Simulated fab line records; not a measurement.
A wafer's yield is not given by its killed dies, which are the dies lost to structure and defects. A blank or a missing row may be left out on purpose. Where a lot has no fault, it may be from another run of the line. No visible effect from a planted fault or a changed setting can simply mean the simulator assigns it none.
Which tool is to blame?    flow nand harc    13 lots, 39 wafers sampled, at 5 steps of a route of 1159

## WHAT THE GAUGES SHOWED, per wafer
NHARC_END_SORT_01. Usual: killed at array 25, standard deviation 10; killed at other 0.6, standard deviation 0.91; killed at periphery 3.6, standard deviation 2.9; killed dies 29, standard deviation 10; killed open 3.3, standard deviation 2; killed short 1.9, standard deviation 1.5.
lot   measured      on         killed at array  killed at other  killed at periphery  killed dies  killed open  killed short  flag
L277  day 21 03:53  prober-02  7 7 7            1 1 1            3 0 2                11 8 10      1 3 1        1 0 0         
L288  day 23 20:23  prober-02  60 41 32         1 0 1            1 0 0                62 41 33     5 5 2        1 1 2         

## WHAT TOOL EACH LOT RAN ON (gives the tool, then ch and the chambers of the sampled wafers, and finally the start)
lot   NHARC_P_ZERO_WELL_RTA_42         NHARC_P_STI_DESCUM_14              NHARC_P_GATE_PRECLEAN_70            NHARC_P_CONTACT_DEP_00
L270  rtp anneal-02 ch 0, day 1 18:55  rie diel-09 ch 2,3, day 2 08:49    wet bench-02 ch 0,1,7, day 3 18:03  pecvd-02 ch 0,1, no start
L273  rtp anneal-01 ch 0, day 2 12:59  rie diel-09 ch 0,1,3, day 3 01:47  wet bench-02 ch 3,6,7, day 4 09:45  pecvd-01 ch 0,1,2, no start
L274  rtp anneal-01 ch 0, day 2 19:06  rie diel-01 ch 0,2, day 3 11:16    wet bench-07 ch 1,2,5, day 4 17:04  pecvd-02 ch 1,2, no start
L275  rtp anneal-02 ch 0, day 3 00:50  rie diel-01 ch 1,2, day 3 18:22    wet bench-02 ch 0,4,6, day 5 01:11  pecvd-02 ch 0,1,2, no start
L277  rtp anneal-01 ch 0, day 3 12:55  rie diel-04 ch 0,1,3, day 4 05:13  wet bench-02 ch 0,5,7, day 5 06:23  pecvd-03 ch 0,1,2, day 21 03:53 or earlier
L279  rtp anneal-02 ch 0, day 4 01:05  rie diel-09 ch 1,2,3, day 4 20:53  wet bench-02 ch 1,3,7, day 5 22:19  pecvd-03 ch 0,1, no start
L280  rtp anneal-01 ch 0, day 4 06:59  rie diel-04 ch 1,2,3, day 4 21:01  wet bench-01 ch 0,4,7, day 5 22:23  pecvd-03 ch 0,1,2, no start
L281  rtp anneal-01 ch 0, day 4 12:31  rie diel-09 ch 1,2,3, day 5 04:50  wet bench-02 ch 3,4,5, day 6 13:30  pecvd-03 ch 0,2, no start
L282  rtp anneal-01 ch 0, day 4 19:01  rie diel-01 ch 0,2, day 5 12:11    wet bench-07 ch 5,6,7, day 7 00:35  pecvd-02 ch 0,2, no start
L283  rtp anneal-01 ch 0, day 5 01:11  rie diel-09 ch 1,3, day 5 17:29    wet bench-01 ch 1,3,7, day 7 00:41  pecvd-02 ch 0,1,2, no start
L285  rtp anneal-02 ch 0, day 5 12:44  rie diel-09 ch 0,1,3, day 6 09:20  wet bench-07 ch 2,6,7, day 7 13:59  pecvd-02 ch 0,1,2, no start
L288  rtp anneal-02 ch 0, day 6 07:04  rie diel-04 ch 0,2,3, day 7 00:26  wet bench-02 ch 1,3,6, day 8 07:46  pecvd-01 ch 1,2, day 23 20:23 or earlier
L289  rtp anneal-02 ch 0, day 6 13:03  rie diel-04 ch 0,2,3, day 7 05:12  wet bench-01 ch 1,5,6, day 8 07:53  pecvd-03 ch 0,2, no start
- NHARC_P_ZERO_WELL_RTA_42: time 300 s.
- NHARC_P_STI_DESCUM_14: chemistry O2, time 3 s.
- NHARC_P_GATE_PRECLEAN_70: cleans in SC1.
- NHARC_P_CONTACT_DEP_00: deposits SiO2, target thk 500 nm.

## AS READ BY THE TOOLS THEMSELVES (means over the sampled wafers that have a number; for cases with no such wafer, the mark the record gives instead)
NHARC_P_ZERO_WELL_RTA_42. Usual: lamp power pct 38.02 %, standard deviation 0.12; wafer_temp_C_max 1105.0, standard deviation 1.2.
lot   tool           lamp power pct (%)  wafer_temp_C_max  flag
L270  rtp anneal-02  37.85               1103.9            
L273  rtp anneal-01  38.15               1106.2            
L274  rtp anneal-01  38.18               1105.1            
L275  rtp anneal-02  37.92               1103.9            
L277  rtp anneal-01  38.11               1106.4            
L279  rtp anneal-02  37.92               1103.7            
L280  rtp anneal-01  38.15               1105.5            
L281  rtp anneal-01  38.11               1106.2            
L282  rtp anneal-01  38.12               1105.7            
L283  rtp anneal-01  38.07               1105.8            
L285  rtp anneal-02  37.83               1105.0            
L288  rtp anneal-02  37.87               1103.6            
L289  rtp anneal-02  37.89               1104.1            

NHARC_P_STI_DESCUM_14. Usual: drypump motor current A 5.8 A, standard deviation 0.45; o2 flow sccm 200.0 sccm, standard deviation 0.57; oes product au 0.998 a.u., standard deviation 0.012; rf vpp V 57.8 V, standard deviation 0.95; showerhead plenum p Torr 1.92 Torr, standard deviation 0.09; throttle valve pct 11.311 %, standard deviation 0.0093.
lot   tool         drypump motor current A (A)  o2 flow sccm (sccm)  oes product au (a.u.)  rf vpp V (V)  showerhead plenum p Torr (Torr)  throttle valve pct (%)  flag
L270  rie diel-09  6.0                          200.2                0.996                  58.1          1.92                             11.315                  
L273  rie diel-09  5.4                          200.5                0.991                  57.1          1.95                             11.303                  
L274  rie diel-01  5.8                          199.6                1.007                  58.6          1.99                             11.309                  
L275  rie diel-01  5.4                          199.6                1.002                  57.7          1.92                             11.318                  
L277  rie diel-04  6.2                          200.0                0.996                  58.0          1.84                             11.314                  
L279  rie diel-09  5.6                          199.8                0.985                  57.8          1.99                             11.304                  
L280  rie diel-04  5.9                          200.0                1.006                  56.5          1.89                             11.305                  
L281  rie diel-09  5.6                          199.9                0.993                  57.5          1.99                             11.302                  
L282  rie diel-01  5.8                          199.2                1.013                  58.2          1.99                             11.313                  
L283  rie diel-09  5.7                          200.1                0.981                  57.9          1.93                             11.304                  
L285  rie diel-09  5.4                          199.6                0.987                  56.8          1.95                             11.311                  
L288  rie diel-04  5.8                          200.1                1.001                  57.2          1.88                             11.313                  
L289  rie diel-04  5.8                          200.1                1.002                  57.8          1.88                             11.315                  

NHARC_P_CONTACT_DEP_00. Usual: heater power w 570 W, standard deviation 100; throttle valve pct 16.1 %, standard deviation 0.44.
lot   tool      heater power w (W)  throttle valve pct (%)  flag
L270  pecvd-02  589                 15.7                    
L273  pecvd-01  498                 16.1                    
L274  pecvd-02  649                 15.9                    
L275  pecvd-02  607                 16.0                    
L277  pecvd-03  546                 16.0                    
L279  pecvd-03  586                 16.4                    
L280  pecvd-03  582                 16.0                    
L281  pecvd-03  571                 16.2                    
L282  pecvd-02  585                 15.6                    
L283  pecvd-02  639                 15.6                    
L285  pecvd-02  619                 15.6                    
L288  pecvd-01  466                 16.4                    
L289  pecvd-03  544                 16.7                    

## THE ANSWER, worked out from the rows above alone
Rule: lot off if the mean of its wafers having a number is beyond 3 standard deviations from the usual mean. A lot without any number at a reading at which 4 lots or more have one is off too. Where the step has rows for the other lots, those lots are counted as sound. Order of review: gauges by route order, followed by the tools' own readings, for which a lot's mean as printed above is used. The first step at which some lot is off is used, and at that step the reading that is off furthest; a lot without a number counts as furthest.
No lot is off at any reading shown: from this, nothing can be told.

## WHAT THE SIMULATOR HAD PUT IN
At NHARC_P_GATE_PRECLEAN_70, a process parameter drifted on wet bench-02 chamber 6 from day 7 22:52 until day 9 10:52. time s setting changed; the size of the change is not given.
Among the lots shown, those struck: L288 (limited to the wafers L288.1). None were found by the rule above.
